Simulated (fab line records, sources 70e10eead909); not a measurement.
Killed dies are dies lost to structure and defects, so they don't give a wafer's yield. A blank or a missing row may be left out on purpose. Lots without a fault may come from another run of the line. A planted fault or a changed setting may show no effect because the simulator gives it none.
Chamber matching | flow nand_harc | NHARC_P_CONTACT_DEP_30 on pecvd-01: 3 sister chambers
The step deposits SiNx, target thk 30 nm. 16 wafers are shown with their chamber, then 8 later ones without.

WAFERS WITH THEIR CHAMBER
wafer  | chamber | heater_power_w (W)
L968.2 | 2       | 885
L968.3 | 0       | 620
L968.5 | 0       | 622
L970.4 | 1       | 747
L970.5 | 0       | 603
L970.6 | 2       | 928
L971.1 | 0       | 550
L971.4 | 1       | 624
L971.6 | 0       | 547
L975.2 | 2       | 851
L975.4 | 0       | 595
L975.5 | 2       | 857
L974.2 | 2       | 925
L974.3 | 1       | 703
L974.4 | 0       | 638
L977.1 | 2       | 893

SIGNATURES (means of the wafers above)
reading        | chamber 0 | chamber 1 | chamber 2 | scatter within a chamber
heater_power_w | 596.43    | 691.33    | 889.83    | 39.9
Rule: a wafer's distance from a chamber is the root of the sum, over the readings, of the square of ((its reading less the chamber's mean) divided by the reading's scatter). The wafer belongs to the nearest chamber; if the next one is less than 2 further off, it can't be placed. The scatter: the root of (the sum of the squares of (reading less its chamber's mean) over the shown wafers, divided by (wafers less chambers)).

WAFERS WITHOUT THEIR CHAMBER
wafer  | heater_power_w (W)
L977.5 | 908
L977.6 | 644
L978.4 | 646
L978.5 | 715
L978.6 | 881
L981.1 | 940
L981.4 | 657
L981.5 | 553

WHICH CHAMBER EACH WENT THROUGH
wafer  | from the rows above     | in truth
L977.5 | 2                       | 2
L977.6 | can't be placed: 1 or 0 | 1
L978.4 | can't be placed: 1 or 0 | 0
L978.5 | 1                       | 1
L978.6 | 2                       | 2
L981.1 | 2                       | 2
L981.4 | can't be placed: 1 or 0 | 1
L981.5 | 0                       | 0
Placed correctly: 5 of 8. Can't be placed from these rows: 3 (the true chamber is among the candidates in 3). Placed wrongly: 0.
